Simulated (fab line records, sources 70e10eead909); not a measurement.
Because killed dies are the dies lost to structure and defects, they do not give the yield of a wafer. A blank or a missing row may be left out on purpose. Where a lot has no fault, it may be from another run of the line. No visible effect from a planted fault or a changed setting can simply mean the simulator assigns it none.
What tool caused it?	flow nand-harc	13 lots with 39 wafers sampled at 5 steps, on a route of 1159 steps

== WHAT THE GAUGES READ, wafer by wafer ==
NHARC_A_BONDPAD_THK_MEAS_30: measures by ellipsometry.
lot	measured	on	thk-nm (nm)
L220	day 18 02:32	film-metro-02	200.4 199.2 198.5
L221	day 18 02:11	film-metro-02	202.9 199.8 202.6
L223	day 18 11:09	film-metro-02	202.4 200.1 199.5
L225	day 18 18:59	film-metro-01	199.3 202.3 198.1
L224	day 18 08:10	film-metro-02	198.1 199.2 199.3
L226	day 19 09:12	film-metro-01	201.7 200.3 200.5
L228	day 20 01:04	film-metro-02	199.9 196.4 200.8
L227	day 19 23:16	film-metro-01	198.9 200.7 201.7
L229	day 20 08:56	film-metro-02	200.3 200.9 201.7
L231	day 21 01:05	film-metro-02	197.8 200.9 199.4
L230	day 21 00:45	film-metro-02	200.7 201.9 199.8
L235	day 21 23:44	film-metro-01	198.7 198.8 199.5
L242	day 23 22:13	film-metro-01	201.2 199.5 198.0

NHARC_END_SORT_01.
lot	measured	on	killed-at-array	killed-at-other	killed-at-periphery	killed-dies	killed-open	killed-short
L242	day 25 03:26	prober-02	28 75 39	0 0 0	1 5 3	29 80 42	1 2 4	4 6 6

== TOOL THAT RAN EACH LOT (tool first, then ch and the chambers of the sampled wafers, then the start) ==
lot	NHARC_A_WL_FILL_STRIP_29	NHARC_A_BONDPAD_ANNEAL_28	NHARC_THIN_TSV_ANNEAL_52
L220	rie-diel-07 ch 0,1, day 15 17:00	rtp-anneal-02 ch 0, day 18 05:11	rtp-anneal-01 ch 0, day 18 22:58
L221	rie-diel-08 ch 0,1,2, day 15 17:01	rtp-anneal-02 ch 0, day 18 04:47	rtp-anneal-02 ch 0, day 18 20:37
L223	rie-diel-08 ch 0,1,3, day 16 08:36	rtp-anneal-01 ch 0, day 18 13:35	rtp-anneal-01 ch 0, day 19 09:51
L225	rie-diel-07 ch 0,2,3, day 16 08:37	rtp-anneal-02 ch 0, day 18 21:45	rtp-anneal-01 ch 0, day 19 16:35
L224	rie-diel-05 ch 0,1,3, day 16 08:39	rtp-anneal-01 ch 0, day 18 10:57	rtp-anneal-01 ch 0, day 19 05:06
L226	rie-diel-08 ch 0,2, day 17 03:31	rtp-anneal-01 ch 0, day 19 11:46	rtp-anneal-01 ch 0, day 20 08:20
L228	rie-diel-05 ch 0,1, day 17 19:55	rtp-anneal-02 ch 0, day 20 03:35	rtp-anneal-01 ch 0, day 20 21:30
L227	rie-diel-07 ch 0,2,3, day 17 19:56	rtp-anneal-01 ch 0, day 20 01:49	rtp-anneal-02 ch 0, day 20 20:21
L229	rie-diel-08 ch 0,3, day 18 04:47	rtp-anneal-01 ch 0, day 20 11:26	rtp-anneal-02 ch 0, day 21 06:56
L231	rie-diel-07 ch 0,1,2, day 18 20:01	rtp-anneal-01 ch 0, day 21 03:44	rtp-anneal-01 ch 0, day 22 00:26
L230	rie-diel-05 ch 2,3, day 18 20:04	rtp-anneal-02 ch 0, day 21 03:17	rtp-anneal-01 ch 0, day 22 01:26
L235	rie-diel-07 ch 0,2, day 19 11:32	rtp-anneal-01 ch 0, day 22 02:41	rtp-anneal-01 ch 0, day 23 02:04
L242	rie-diel-07 ch 0,1,2, day 21 14:54	rtp-anneal-02 ch 0, day 24 00:37	rtp-anneal-01 ch 0, day 24 16:07
- NHARC_A_WL_FILL_STRIP_29: strips in O2, time 20 s.
- NHARC_A_BONDPAD_ANNEAL_28: time 90 s.
- NHARC_THIN_TSV_ANNEAL_52: time 90 s.

== WHAT THE TOOLS THEMSELVES READ (means of the sampled wafers that have a number; where no wafer has one, the mark that the record gives instead) ==
NHARC_A_WL_FILL_STRIP_29.
lot	tool	drypump-motor-current-A (A)	oes-product-au (a.u.)	rf-vpp-V (V)	showerhead-plenum-p-Torr (Torr)	throttle-valve-pct (%)
L220	rie-diel-07	6.2	0.991	56.9	3.50	17.034
L221	rie-diel-08	6.4	0.994	59.3	3.74	17.040
L223	rie-diel-08	6.3	1.006	58.4	3.67	17.035
L225	rie-diel-07	5.8	1.004	58.3	3.56	17.046
L224	rie-diel-05	5.9	0.993	58.5	3.56	17.027
L226	rie-diel-08	6.3	0.995	58.2	3.78	17.039
L228	rie-diel-05	6.1	0.995	58.2	3.56	17.041
L227	rie-diel-07	5.8	0.996	57.5	3.56	17.045
L229	rie-diel-08	6.1	1.000	57.5	3.64	17.042
L231	rie-diel-07	6.0	0.994	58.8	3.56	17.025
L230	rie-diel-05	5.5	0.992	57.7	3.65	17.037
L235	rie-diel-07	5.7	1.005	57.8	3.62	17.032
L242	rie-diel-07	6.0	0.997	57.9	3.56	17.034

NHARC_A_BONDPAD_ANNEAL_28.
lot	tool	wafer_temp_C_max
L220	rtp-anneal-02	225.7
L221	rtp-anneal-02	225.7
L223	rtp-anneal-01	227.2
L225	rtp-anneal-02	225.6
L224	rtp-anneal-01	226.8
L226	rtp-anneal-01	226.9
L228	rtp-anneal-02	225.6
L227	rtp-anneal-01	227.0
L229	rtp-anneal-01	227.3
L231	rtp-anneal-01	227.5
L230	rtp-anneal-02	225.7
L235	rtp-anneal-01	227.4
L242	rtp-anneal-02	225.9

NHARC_THIN_TSV_ANNEAL_52.
lot	tool	wafer_temp_C_max
L220	rtp-anneal-01	226.5
L221	rtp-anneal-02	225.7
L223	rtp-anneal-01	226.7
L225	rtp-anneal-01	226.9
L224	rtp-anneal-01	226.3
L226	rtp-anneal-01	227.1
L228	rtp-anneal-01	227.2
L227	rtp-anneal-02	225.7
L229	rtp-anneal-02	225.9
L231	rtp-anneal-01	226.8
L230	rtp-anneal-01	226.9
L235	rtp-anneal-01	226.8
L242	rtp-anneal-01	226.6

== THE ANSWER, worked out from the rows above alone ==
Rule: the lots themselves supply what counts as usual. Put in order of their means at a reading, lots are off if they are a third of the lots or fewer, leave a main group of 4 or more, and stand apart from it by a gap of 3 or more times the standard deviation of the main group's means; of several such gaps the widest counts. Not used: any main group whose means are identical at the precision the tables above print for the reading. Also off: a lot with no number at a reading for which 4 or more lots have one. Where the step has rows for the other lots, those lots are counted as sound. Order of review: gauges by route order, followed by the tools' own readings, for which a lot's mean as printed above is used. The first step at which some lot is off is used, and at that step the reading that is off furthest; a lot without a number counts as furthest.
None of the lots is off at any reading shown; this tells nothing.

== WHAT WAS PUT IN BY THE SIMULATOR ==
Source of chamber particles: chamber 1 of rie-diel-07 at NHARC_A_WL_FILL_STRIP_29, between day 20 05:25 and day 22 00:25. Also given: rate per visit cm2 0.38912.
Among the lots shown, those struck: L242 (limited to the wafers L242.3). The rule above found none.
